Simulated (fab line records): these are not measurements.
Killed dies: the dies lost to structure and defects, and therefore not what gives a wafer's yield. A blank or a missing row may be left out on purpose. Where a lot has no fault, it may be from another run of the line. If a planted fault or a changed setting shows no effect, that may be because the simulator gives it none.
fab line records | flow nand-harc
[record] lots = 24 wafers = 72 last-day = 34
route steps=1302 shown A_SGD_CUT@910 A_SLIT@924 A_WL_FILL@966 A_CONTACT@983
lots that met no fault: from a run of the same line without faults
start-h: hours from the record's opening day to when the first of the lot's shown wafers began | wait-h: how many hours have passed since the lot's step before this one | " identical to the entry in the row above | L1.1+2: several wafers, shown together as one row | - value missing, or start not given | * or withheld: withheld | < > ~ a bound
route shown NAME@n: a module of which the file shows steps, and the number in the route of the first | usual: mean/standard deviation of fault-free wafers | same: alike in all rows | chamber/n: place in a boat | sites: the reading at each site | _std_site: standard deviation across them | _edge_site: inner sites' mean taken away from outer sites' mean | radius-mm: for every site, how far away it sits from the centre of the wafer | mask NAME#n: copy n | behind: the tool/chamber that last shaped the wafer | hold: why the lot was held/for how many hours/how that ended | device: which transistor (n, p or np) failed to switch | end of line: at the end of the route, the tests of the same wafers | a step given without rows: its recipe and nothing more | killed: dies lost to structure and defects at the first sort, not the wafer's yield | map: a wafer's dies, marking killed ones x, the rest . and places with no die _
set.NAME: the setting that was run; set.NAME@STEP: the one run at that earlier step | model.NAME: the simulator's own value behind a step, which no gauge read
a sample of lots followed through the steps of the route, with each step as a table and each wafer as a row
services: from which hour (start-h, from the record's first day; less than 0 if before it) a tool's chamber was out of use, for how many hours, and why
[[steps]]
[step NHARC_A_SGD_CUT_STRIP_17]
[recipe] o2-flow-sccm = 500 ar-flow-sccm = 0 bias-w = 0 chemistry = O2
[usual] drypump-motor-current-A = 5.8/0.47 oes-product-au = 0.999/0.008 rf-vpp-V = 57.5/0.88 showerhead-plenum-p-Torr = 3.44/0.14 throttle-valve-pct = 17.037/0.0091
// columns lot.wafer tool chamber start-h wait-h drypump-motor-current-A oes-product-au rf-hours-counter-h rf-vpp-V showerhead-plenum-p-Torr throttle-valve-pct
L074.4 rie-diel-05 1 - - 5.2 0.997 3 55.8 3.28 17.032
L074.6 " 2 " " 5.7 1.006 - 57.3 3.57 17.043
L074.5 " 3 " " 5.8 0.995 - 57.2 3.49 17.044
L076.2 rie-diel-05 0 - - 4.9 1.020 3 57.3 3.74 17.028
L076.4 " 3 " " 5.8 1.003 5 56.3 3.49 17.051
L076.5 " 1 " " 5.2 0.999 - 56.7 3.28 17.045
L075.3 rie-diel-04 1 - - 5.6 1.007 3 58.4 3.29 17.034
L075.2 " 2 " " 6.4 1.005 4 56.5 3.44 17.048
L075.5 " 3 " " 5.8 1.000 - 57.7 3.42 17.037
L077.1 rie-diel-04 1 - - 5.6 1.000 5 57.7 3.29 17.027
L077.3 " 2 " " 6.4 0.991 5 56.7 3.44 17.032
L077.2 " 3 " " 5.7 1.006 5 56.6 3.42 17.025
L079.4 rie-diel-04 0 - - 5.8 0.997 5 58.0 3.53 17.048
L079.2 " 1 " " 5.6 0.989 5 56.8 3.29 17.046
L079.1 " 3 " " 5.8 1.011 5 59.3 3.42 17.023
L078.4 rie-diel-05 2 - - 5.7 1.003 8 56.7 3.57 17.046
L078.1 " 0 " " 4.9 1.006 7 59.0 3.74 17.049
L078.3 " 1 " " 5.2 1.000 7 56.4 3.27 17.035
L080.1 rie-diel-04 1 - - 5.6 1.005 5 57.1 3.29 17.037
L080.3 " 3 " " 5.7 1.012 6 57.6 3.42 17.039
L080.5 " 1 " " 5.6 1.007 - 58.1 3.29 17.048
L081.4 rie-diel-04 3 - - 5.7 1.002 7 56.8 3.42 17.036
L081.1 " 0 " " 5.7 0.997 7 57.7 3.53 17.030
L081.3 " 1 " " 5.6 1.004 7 55.9 3.29 17.035
L082.3 rie-diel-10 3 - - 6.3 0.992 4 57.2 3.30 17.039
L082.1 " 2 " " 5.8 1.003 3 57.3 3.30 17.041
L082.6 " 3 " " 6.3 0.988 - 58.1 3.30 17.034
L083.4 rie-diel-05 0 - - 5.0 0.993 10 57.0 3.73 17.033
L083.1 " 1 " " 5.2 1.017 11 57.4 3.27 17.048
L083.6 " 2 " " 5.6 1.013 - 58.4 3.56 17.026
L085.2 rie-diel-10 2 - - 5.8 0.991 5 58.4 3.30 17.015
L085.3 " 3 " " 6.3 0.989 6 57.9 3.30 17.051
L085.1 " 0 " " 6.6 0.998 5 57.1 3.36 17.031
L084.2 rie-diel-10 3 - - 6.4 0.992 6 58.5 3.30 17.043
L084.5 " 3 " " 6.3 0.988 - 58.0 3.30 17.031
L084.6 " 0 " " 6.6 0.989 - 58.0 3.36 17.047
L086.3 rie-diel-10 1 - - 5.2 0.988 6 58.5 3.64 17.028
L086.4 " 0 " " 6.6 1.003 6 56.8 3.36 17.026
L086.6 " 1 " " 5.2 0.991 - 57.9 3.64 17.035
L087.2 rie-diel-10 0 - - 6.6 0.993 7 57.8 3.36 17.039
L087.6 " 2 " " 5.8 0.993 - 56.6 3.30 17.046
L087.5 " 3 " " 6.3 0.982 - 56.3 3.30 17.046
L088.2 rie-diel-05 0 - - 5.0 0.999 16 57.8 3.73 17.038
L088.5 " 2 " " 5.7 0.997 - 58.7 3.56 17.032
L088.4 " 0 " " 5.0 1.003 - 58.5 3.73 17.045
L089.4 rie-diel-10 1 - - 5.2 0.997 7 58.8 3.64 17.028
L089.2 " 2 " " 5.8 0.995 7 56.9 3.30 17.052
L089.5 " 1 " " 5.2 1.000 - 57.1 3.64 17.039
L090.3 rie-diel-04 1 - - 5.6 1.015 3 58.4 3.29 17.035
L090.4 " 2 " " 6.4 0.987 3 56.8 3.43 17.037
L090.6 " 0 " " 5.8 0.989 - 57.8 3.52 17.038
L091.3 rie-diel-10 3 - - 6.3 0.996 0 57.1 3.29 17.028
L091.4 " 1 " " 5.1 0.997 1 57.0 3.64 17.043
L091.6 " 3 " " 6.3 0.994 - 57.6 3.29 17.054
L092.4 rie-diel-05 3 - - 5.8 0.992 2 58.0 3.49 17.036
L092.2 " 0 " " 5.0 1.000 2 58.0 3.73 17.039
L092.6 " 3 " " 5.8 0.991 - 56.1 3.49 17.044
L093.2 rie-diel-04 3 - - 5.7 1.005 3 56.2 3.42 17.026
L093.5 " 1 " " 5.6 1.001 - 57.2 3.29 17.048
L093.6 " 2 " " 6.4 0.992 - 57.0 3.43 17.022
L094.4 rie-diel-10 2 - - 5.8 1.003 2 56.7 3.30 17.058
L094.2 " 0 " " 6.6 1.012 2 59.4 3.36 17.036
L094.6 " 3 " " 6.3 0.991 - 57.0 3.29 17.045
L095.2 rie-diel-10 0 - - 6.6 1.005 3 54.5 3.35 17.033
L095.4 " 1 " " 5.2 1.004 3 58.9 3.64 17.028
L095.6 " 1 " " 5.2 0.999 - 58.2 3.64 17.025
L097.2 rie-diel-10 1 - - 5.2 0.992 4 57.2 3.64 17.028
L097.4 " 3 " " 6.4 0.988 3 57.4 3.29 17.033
L097.6 " 0 " " 6.6 1.002 - 57.1 3.35 17.039
L096.1 rie-diel-04 0 - - 5.8 1.008 7 57.4 3.52 17.030
L096.3 " 1 " " 5.6 0.997 8 57.8 3.29 17.054
L096.2 " 2 " " 6.4 1.000 7 56.6 3.43 17.034
[step NHARC_A_SLIT_DEP_23]
[recipe] target-thk-a = 1000 target-thk-nm = 100 temp-c = 400 pressure-torr = 3.5 flow-sccm = 200 rf-w = 350 material = SiON
[usual] chamber-pressure-Torr = 3.500/0.0075 heater-power-w = 717/91
// columns lot.wafer tool chamber start-h wait-h chamber-pressure-Torr heater-power-w
L074.5 pecvd-01 1 449.91 0.7 3.496 854
L074.6 " 2 " " 3.498 617
L074.4 " 0 " " 3.500 701
L075.3 pecvd-02 0 462.88 1.9 3.502 731
L075.2 " 1 " " 3.495 613
L075.5 " 0 " " 3.497 621
L076.2 pecvd-01 1 462.96 2.6 3.495 755
L076.4 " 2 " " 3.498 615
L076.5 " 0 " " 3.505 693
L077.1 pecvd-01 2 488.87 3.2 3.498 593
L077.3 " 0 " " 3.493 713
L077.2 " 1 " " 3.500 882
L079.2 pecvd-01 1 489.04 2.7 3.498 824
L079.1 " 2 " " 3.500 604
L079.4 " 0 " " 3.496 785
L078.3 pecvd-02 2 492.64 1.9 3.509 662
L078.1 " 0 " " 3.502 723
L078.4 " 0 " " 3.496 716
L080.3 pecvd-03 0 497.70 1.9 3.487 827
L080.1 " 2 " " 3.490 840
L080.5 " 1 " " 3.500 811
L081.3 pecvd-03 2 519.94 1.9 3.514 897
L081.1 " 0 " " 3.504 772
L081.4 " 0 " " 3.489 780
L082.3 pecvd-01 2 519.94 1.9 3.508 663
L082.1 " 0 " " 3.500 777
L082.6 " 1 " " 3.504 692
L083.1 pecvd-01 2 538.37 3.1 3.509 690
L083.6 " 0 " " 3.517 654
L083.4 " 1 " " 3.494 742
L085.2 pecvd-02 0 549.59 2.6 3.505 691
L085.1 " 1 " " 3.508 630
L085.3 " 2 " " 3.490 802
L084.2 pecvd-01 2 550.33 2.6 3.502 598
L084.6 " 0 " " 3.501 645
L084.5 " 2 " " 3.494 599
L086.3 pecvd-03 0 568.10 1.9 3.497 686
L086.4 " 0 " " 3.499 735
L086.6 " 1 " " 3.507 815
L087.2 pecvd-02 0 578.81 2.6 3.503 656
L087.6 " 1 " " 3.505 702
L087.5 " 2 " " 3.515 754
L089.2 pecvd-01 1 591.81 2.5 3.501 839
L089.5 " 1 " " 3.499 836
L089.4 " 2 " " 3.499 640
L088.2 pecvd-01 0 594.22 2.6 3.496 729
L088.4 " 1 " " 3.493 774
L088.5 " 0 " " 3.498 736
L090.3 pecvd-02 2 617.10 1.9 3.495 704
L090.4 " 2 " " 3.507 722
L090.6 " 0 " " 3.512 631
L093.2 pecvd-01 0 627.33 2.5 3.504 637
L093.6 " 0 " " 3.502 628
L093.5 " 1 " " 3.501 738
L091.3 pecvd-01 1 627.50 2.1 3.502 799
L091.6 " 0 " " 3.502 686
L091.4 " 2 " " 3.489 655
L092.2 pecvd-02 0 628.31 2.7 3.494 602
L092.4 " 0 " " 3.495 620
L092.6 " 1 " " 3.506 559
L094.2 pecvd-02 0 648.48 2.5 3.499 646
L094.6 " 0 " " 3.494 671
L094.4 " 1 " " 3.500 559
L095.2 pecvd-03 2 662.26 2.6 3.507 918
L095.4 " 0 " " 3.508 688
L095.6 " 1 " " 3.506 829
L097.2 pecvd-02 1 681.52 2.5 3.494 599
L097.4 " 0 " " 3.502 666
L097.6 " 2 " " 3.515 707
L096.1 pecvd-02 2 698.07 3.2 3.491 749
L096.3 " 0 " " 3.484 695
L096.2 " 1 " " 3.489 658
[step NHARC_A_WL_FILL_ETCHBACK_16]
[recipe] target-depth-a = 1200 time-s = 24 c4f8-flow-sccm = withheld o2-flow-sccm = 8 ar-flow-sccm = withheld rf-w = 600 bias-w = 800 chemistry = C4F8/O2/Ar
[usual] oes-product-au = 0.984/0.025 rf-vpp-V = 724/3.5
// columns lot.wafer tool chamber start-h wait-h oes-product-au rf-hours-counter-h rf-vpp-V
L074.4 rie-diel-11 3 - - 0.978 0.6 718
L074.6 " 1 " " 0.992 - 726
L074.5 " 2 " " 0.977 - 728
L076.2 rie-diel-12 0 - - 1.007 1.8 726
L076.4 " 1 " " 0.997 2.0 727
L076.5 " 0 " " 1.004 - 725
L075.2 rie-diel-07 1 - - 1.003 0.3 729
L075.3 " 3 " " 1.004 0.3 722
L075.5 " 0 " " 1.013 - 718
L077.2 rie-diel-07 1 - - 0.989 0.7 729
L077.3 " 2 " " 0.985 0.5 724
L077.1 " 3 " " 0.989 0.6 723
L079.2 rie-diel-12 0 - - 1.002 3.4 726
L079.4 " 1 " " 0.993 3.8 726
L079.1 " 3 " " 0.989 3.1 720
L080.1 rie-diel-12 0 - - 0.992 3.5 726
L080.3 " 1 " " 1.003 3.8 727
L080.5 " 0 " " 0.997 - 725
L078.1 rie-diel-07 1 - - 0.992 0.8 728
L078.3 " 2 " " 0.987 0.6 724
L078.4 " 3 " " 0.993 0.6 721
L082.1 rie-diel-12 0 - - 0.998 4.4 726
L082.3 " 1 " " 1.000 4.7 727
L082.6 " 2 " " 0.991 - 723
L081.1 rie-diel-11 0 - - 0.999 2.3 728
L081.4 " 2 " " 0.989 2.9 726
L081.3 " 3 " " 0.980 2.5 718
L083.1 rie-diel-12 2 - - 0.979 5.1 723
L083.4 " 0 " " 1.007 5.6 725
L083.6 " 1 " " 1.002 - 725
L084.2 rie-diel-07 3 - - 0.915 2.4 722
L084.5 " 1 " " 0.936 - 727
L084.6 " 2 " " 0.920 - 724
L085.1 rie-diel-12 0 - - 0.940 6.6 727
L085.2 " 1 " " 0.928 6.7 725
L085.3 " 2 " " 0.922 6.5 722
L086.3 rie-diel-07 0 - - 0.997 3.2 719
L086.4 " 2 " " 1.006 2.8 723
L086.6 " 0 " " 1.000 - 719
L087.2 rie-diel-07 3 - - 1.004 4.1 720
L087.6 " 2 " " 1.003 - 724
L087.5 " 3 " " 0.983 - 722
L089.4 rie-diel-12 2 - - 0.993 8.2 721
L089.2 " 0 " " 1.008 7.9 726
L089.5 " 2 " " 0.986 - 722
L088.2 rie-diel-07 3 - - 1.001 4.4 722
L088.4 " 0 " " 1.013 4.5 719
L088.5 " 2 " " 1.000 - 724
L090.3 rie-diel-12 3 - - 0.998 0.6 720
L090.4 " 0 " " 0.988 0.7 726
L090.6 " 1 " " 1.002 - 725
L091.4 rie-diel-12 3 - - 0.929 0.7 719
L091.3 " 0 " " 0.933 1.6 725
L091.6 " 3 " " 0.935 - 719
L093.2 rie-diel-11 0 - - 1.003 1.1 729
L093.5 " 1 " " 1.014 - 728
L093.6 " 2 " " 1.010 - 727
L092.4 rie-diel-11 2 - - 0.999 1.9 727
L092.2 " 0 " " 0.992 1.1 728
L092.6 " 3 " " 0.987 - 719
L094.2 rie-diel-11 2 - - 0.993 2.3 726
L094.4 " 3 " " 0.974 2.1 720
L094.6 " 1 " " 0.989 - 728
L095.2 rie-diel-07 1 - - 0.975 1.3 728
L095.6 " 0 " " 0.962 - 720
L095.4 " 1 " " 0.977 - 729
L097.4 rie-diel-07 3 - - 0.954 1.7 721
L097.2 " 0 " " 0.947 1.8 718
L097.6 " 2 " " 0.953 - 724
L096.3 rie-diel-11 3 - - 0.990 3.2 719
L096.1 " 0 " " 0.995 2.4 729
L096.2 " 2 " " 0.992 3.3 728
[step NHARC_A_CONTACT_DEP_24]
[recipe] target-thk-a = 5000 temp-c = 400 pressure-torr = 6.5 rf-w = 900 teos-flow-sccm = 161.4 flow-sccm = 2650 target-thk-nm = 500 gas = O2 material = SiO2
[usual] chamber-pressure-Torr = 6.500/0.015 heater-power-w = 588/110 throttle-valve-pct = 16.1/0.71
// columns lot.wafer tool chamber start-h wait-h chamber-pressure-Torr heater-power-w throttle-valve-pct
L074.6 pecvd-03 0 485.51 0.2 6.515 648 15.7
L074.5 " 1 " " 6.484 577 17.2
L074.4 " 2 " " 6.533 666 15.6
L075.2 pecvd-04 2 495.10 0.1 6.500 815 17.6
L075.3 " 0 " " 6.515 522 15.7
L075.5 " 0 " " 6.515 532 16.0
L076.2 pecvd-03 1 495.14 0.1 6.507 570 17.3
L076.5 " 1 " " 6.498 603 16.9
L076.4 " 2 " " 6.504 740 15.6
L079.2 pecvd-04 0 520.53 0.1 6.498 448 15.9
L079.1 " 2 " " 6.520 861 17.5
L079.4 " 0 " " 6.521 491 15.6
L077.2 pecvd-01 1 520.67 0.2 6.494 569 15.5
L077.1 " 2 " " 6.491 427 16.0
L077.3 " 0 " " 6.484 564 15.4
L078.3 pecvd-01 0 528.02 0.1 6.498 480 15.1
L078.1 " 1 " " 6.490 637 15.5
L078.4 " 2 " " 6.505 490 16.2
L080.1 pecvd-03 1 528.11 0.1 6.516 517 17.4
L080.3 " 2 " " 6.489 638 15.8
L080.5 " 1 " " 6.492 545 17.2
L081.1 pecvd-01 1 551.46 0.1 6.514 641 15.7
L081.3 " 2 " " 6.483 434 16.4
L081.4 " 0 " " 6.491 483 15.4
L082.3 pecvd-04 1 551.52 0.1 6.511 571 15.6
L082.1 " 2 " " 6.486 755 17.6
L082.6 " 2 " " 6.479 822 17.5
L083.1 pecvd-04 1 570.80 0.2 6.506 584 16.0
L083.4 " 2 " " 6.492 852 17.5
L083.6 " 1 " " 6.495 450 16.0
L085.1 pecvd-04 0 585.51 0.1 6.531 497 16.1
L085.3 " 1 " " 6.507 511 15.8
L085.2 " 2 " " 6.494 808 17.3
L084.2 pecvd-01 1 585.88 0.3 6.494 585 16.0
L084.6 " 2 " " 6.507 505 16.5
L084.5 " 0 " " 6.530 518 15.5
L086.3 pecvd-04 0 603.32 0.2 6.511 538 16.2
L086.4 " 1 " " 6.507 437 15.8
L086.6 " 2 " " 6.504 798 17.4
L087.2 pecvd-01 2 612.97 0.1 6.521 510 16.3
L087.6 " 1 " " 6.480 609 15.9
L087.5 " 2 " " 6.519 379 16.6
L089.2 pecvd-01 2 623.89 0.1 6.514 500 16.3
L089.5 " 1 " " 6.502 561 15.8
L089.4 " 2 " " 6.502 494 16.3
L088.2 pecvd-03 0 628.18 0.1 6.501 506 15.3
L088.5 " 0 " " 6.479 549 15.4
L088.4 " 1 " " 6.489 582 17.1
L090.3 pecvd-03 2 650.31 0.2 6.523 628 15.5
L090.6 " 0 " " 6.513 603 14.9
L090.4 " 1 " " 6.485 630 17.1
L091.3 pecvd-03 1 663.16 0.1 6.518 559 17.8
L091.4 " 0 " " 6.496 656 15.3
L091.6 " 2 " " 6.481 726 15.6
L093.2 pecvd-01 0 663.19 0.1 6.502 557 15.8
L093.5 " 2 " " 6.519 478 16.4
L093.6 " 0 " " 6.501 551 15.4
L092.2 pecvd-01 2 667.90 0.1 6.489 497 16.6
L092.6 " 1 " " 6.508 604 16.3
L092.4 " 0 " " 6.491 518 15.7
L094.2 pecvd-04 1 682.99 0.1 6.512 583 16.0
L094.6 " 1 " " 6.505 599 15.9
L094.4 " 2 " " 6.501 890 17.2
L095.2 pecvd-01 2 699.20 0.2 6.485 434 15.9
L095.4 " 0 " " 6.496 564 15.3
L095.6 " 1 " " 6.476 692 15.5
L097.2 pecvd-04 0 716.24 0.1 6.496 590 15.9
L097.4 " 2 " " 6.483 707 17.2
L097.6 " 1 " " 6.480 621 16.1
L096.2 pecvd-04 2 734.22 0.1 6.489 895 17.8
L096.3 " 0 " " 6.523 571 16.2
L096.1 " 1 " " 6.490 631 16.2
[step NHARC_A_CONTACT_DEP_28]
[recipe] target-thk-a = 70000 temp-c = 400 material = aC
[usual] throttle-valve-pct = 34.999/0.0091
// columns lot.wafer tool chamber start-h wait-h throttle-valve-pct
L074.4 acl-dep-02 0 492.73 6.9 35.003
L074.5 " 0 " " 35.004
L074.6 " 0 " " 35.009
L075.2 acl-dep-02 0 496.36 0.8 34.980
L075.3 " 0 " " 35.009
L075.5 " 0 498.52 2.9 34.992
L076.2 acl-dep-01 0 497.07 1.4 35.000
L076.4 " 0 498.48 2.8 35.005
L076.5 " 0 " " 35.016
L079.1 acl-dep-03 0 521.13 0.1 35.001
L079.2 " 0 " " 35.010
L079.4 " 0 523.26 2.2 34.996
L077.1 acl-dep-02 0 521.75 0.5 35.017
L077.2 " 0 " " 34.997
L077.3 " 0 " " 34.982
L078.1 acl-dep-01 0 528.56 0.1 35.005
L078.3 " 0 529.95 1.4 35.001
L078.4 " 0 " " 34.989
L080.1 acl-dep-02 0 528.71 0.1 34.980
L080.3 " 0 530.14 1.5 34.999
L080.5 " 0 531.56 2.9 35.009
L081.1 acl-dep-03 0 553.13 1.2 34.977
L081.3 " 0 554.55 2.6 35.003
L081.4 " 0 " " 35.015
L082.1 acl-dep-02 0 553.84 1.8 35.003
L082.3 " 0 555.24 3.2 34.985
L082.6 " 0 557.33 5.3 34.995
L083.1 acl-dep-03 0 571.28 0.1 34.996
L083.4 " 0 573.41 2.2 35.012
L083.6 " 0 574.82 3.6 35.005
L085.1 acl-dep-02 0 586.12 0.1 35.002
L085.2 " 0 " " 35.001
L085.3 " 0 " " 34.989
L084.2 acl-dep-03 0 587.51 1.1 34.990
L084.5 " 0 589.66 3.2 35.000
L084.6 " 0 " " 34.998
L086.3 acl-dep-01 0 605.19 1.5 35.007
L086.4 " 0 " " 35.005
L086.6 " 0 607.29 3.5 34.998
L087.2 acl-dep-03 0 616.52 3.1 35.002
L087.5 " 0 618.62 5.2 34.999
L087.6 " 0 " " 34.993
L089.2 acl-dep-03 0 628.01 3.6 35.005
L089.4 " 0 629.41 5.0 34.997
L089.5 " 0 " " 35.000
L088.2 acl-dep-03 0 632.20 3.5 35.000
L088.4 " 0 633.60 4.9 35.006
L088.5 " 0 " " 34.992
L090.3 acl-dep-02 0 652.19 1.5 35.001
L090.4 " 0 " " 34.996
L090.6 " 0 654.30 3.6 34.999
L091.3 acl-dep-02 0 665.13 1.5 34.995
L091.4 " 0 " " 34.989
L091.6 " 0 667.26 3.6 34.991
L093.2 acl-dep-01 0 666.27 2.6 35.008
L093.5 " 0 668.39 4.7 34.996
L093.6 " 0 " " 34.992
L092.2 acl-dep-01 0 670.50 2.1 34.999
L092.4 " 0 671.89 3.5 34.993
L092.6 " 0 673.28 4.9 35.010
L094.2 acl-dep-01 0 684.27 0.8 35.007
L094.4 " 0 685.71 2.2 34.994
L094.6 " 0 687.14 3.7 35.009
L095.2 acl-dep-02 0 700.45 0.8 34.988
L095.4 " 0 701.86 2.2 34.990
L095.6 " 0 703.26 3.6 34.981
L097.2 acl-dep-01 0 717.50 0.8 35.013
L097.4 " 0 718.91 2.2 34.988
L097.6 " 0 720.32 3.6 35.000
L096.1 acl-dep-02 0 737.32 2.5 35.002
L096.2 " 0 " " 35.009
L096.3 " 0 " " 35.000
[step NHARC_A_CONTACT_ETCH_123]
[recipe] source-w = withheld pressure-mtorr = 20 bias-v = 400 time-s = 490 target-depth-a = 21100 ar-flow-sccm = withheld c4f8-flow-sccm = 11.5 o2-flow-sccm = 7.2 chemistry = C4F8/O2/Ar
[usual] oes-air-line-au = 1.000/0.021
// columns lot.wafer tool chamber start-h wait-h oes-air-line-au rf-hours-counter-h
L074.4 har-cap-etch-02 0 499.96 0.3 0.970 -
L074.5 " 1 " " 0.992 -
L074.6 " 0 " " 1.019 -
L075.2 har-cap-etch-03 1 505.17 0.1 1.038 42
L075.3 " 0 " " 0.992 -
L075.5 " 0 " " 1.033 -
L076.2 har-cap-etch-02 1 506.46 0.2 1.023 88
L076.4 " 0 " " 1.001 -
L076.5 " 1 " " 1.000 -
L079.1 har-cap-etch-01 1 530.25 0.1 0.953 3
L079.2 " 0 " " 1.025 3
L079.4 " 1 " " 0.956 -
L077.2 har-cap-etch-02 0 530.81 0.1 1.012 93
L077.1 " 1 " " 1.004 93
L077.3 " 1 " " 0.982 -
L080.1 har-cap-etch-01 0 537.74 0.1 0.981 6
L080.3 " 1 " " 1.037 -
L080.5 " 0 " " 0.999 -
L078.1 har-cap-etch-03 0 537.89 0.2 0.981 49
L078.4 " 1 " " 1.010 -
L078.3 " 0 " " 0.986 -
L081.1 har-cap-etch-03 1 562.16 0.2 1.010 55
L081.4 " 0 " " 1.007 -
L081.3 " 1 " " 0.994 -
L082.1 har-cap-etch-02 0 566.11 0.2 1.007 101
L082.3 " 1 " " 1.005 -
L082.6 " 1 " " 0.981 -
L083.1 har-cap-etch-02 0 580.42 0.2 0.982 103
L083.4 " 0 " " 0.991 -
L083.6 " 1 " " 0.998 -
L085.2 har-cap-etch-02 0 595.29 0.2 0.983 105
L085.1 " 1 " " 1.006 105
L085.3 " 0 " " 1.001 -
L084.2 har-cap-etch-03 0 595.92 0.1 0.966 60
L084.5 " 0 " " 0.989 -
L084.6 " 1 " " 0.975 -
L086.4 har-cap-etch-01 0 613.00 0.3 0.996 -
L086.3 " 1 " " 1.000 -
L086.6 " 1 " " 0.995 -
L087.2 har-cap-etch-01 1 624.85 0.2 1.007 21
L087.6 " 0 " " 1.005 -
L087.5 " 1 " " 0.972 -
L089.2 har-cap-etch-02 0 636.22 0.1 1.007 111
L089.4 " 1 " " 0.996 -
L089.5 " 1 " " 0.979 -
L088.2 har-cap-etch-02 0 640.51 0.2 0.973 113
L088.4 " 1 " " 1.040 -
L088.5 " 1 " " 0.997 -
L090.4 har-cap-etch-02 0 660.19 0.3 0.968 -
L090.3 " 1 " " 0.934 -
L090.6 " 0 " " 0.965 -
L091.3 har-cap-etch-03 1 673.16 0.3 1.030 -
L091.4 " 0 " " 1.019 -
L091.6 " 1 " " 1.005 -
L093.2 har-cap-etch-02 0 674.79 0.3 1.031 119
L093.6 " 1 " " 1.000 -
L093.5 " 0 " " 0.973 -
L092.2 har-cap-etch-03 1 678.78 0.2 0.973 74
L092.4 " 0 " " 0.996 -
L092.6 " 0 " " 1.010 -
L094.2 har-cap-etch-02 0 693.24 0.2 0.991 123
L094.4 " 1 " " 0.986 -
L094.6 " 0 " " 1.024 -
L095.2 har-cap-etch-03 0 708.68 0.1 0.999 80
L095.4 " 1 " " 0.983 -
L095.6 " 0 " " 0.989 -
L097.2 har-cap-etch-03 1 725.84 0.2 1.006 82
L097.4 " 1 " " 1.020 -
L097.6 " 0 " " 1.031 -
L096.1 har-cap-etch-01 1 746.41 0.1 1.006 40
L096.2 " 0 " " 1.007 40
L096.3 " 0 " " 1.003 -
[[services]]
// columns tool chamber start-h hours kind
rie-diel-10 - 419.60 9.0 pm
acl-dep-02 - 424.23 13.0 pm
pecvd-04 - 425.41 0.5 repair
pecvd-03 1 432.49 1.8 repair
har-cap-etch-02 - 439.29 0.2 repair
rie-diel-07 0 440.75 7.3 repair
rie-diel-07 3 442.51 5.6 repair
rie-diel-12 - 445.40 9.0 pm
pecvd-04 - 450.52 13.0 pm
rie-diel-10 2 457.22 21.3 repair
rie-diel-07 0 469.43 5.5 repair
rie-diel-07 - 471.20 9.0 pm
rie-diel-10 0 490.68 5.7 repair
pecvd-01 - 492.36 13.0 pm
pecvd-03 - 499.17 0.6 repair
pecvd-03 - 547.14 13.0 pm
rie-diel-10 - 549.77 1.2 repair
pecvd-03 - 568.87 2.7 repair
rie-diel-10 0 582.78 3.4 repair
rie-diel-10 - 596.60 9.0 pm
acl-dep-02 - 605.33 13.0 pm
rie-diel-10 2 673.17 2.6 repair
pecvd-01 - 673.36 13.0 pm
pecvd-03 - 728.14 13.0 pm
[[key]]
fault none
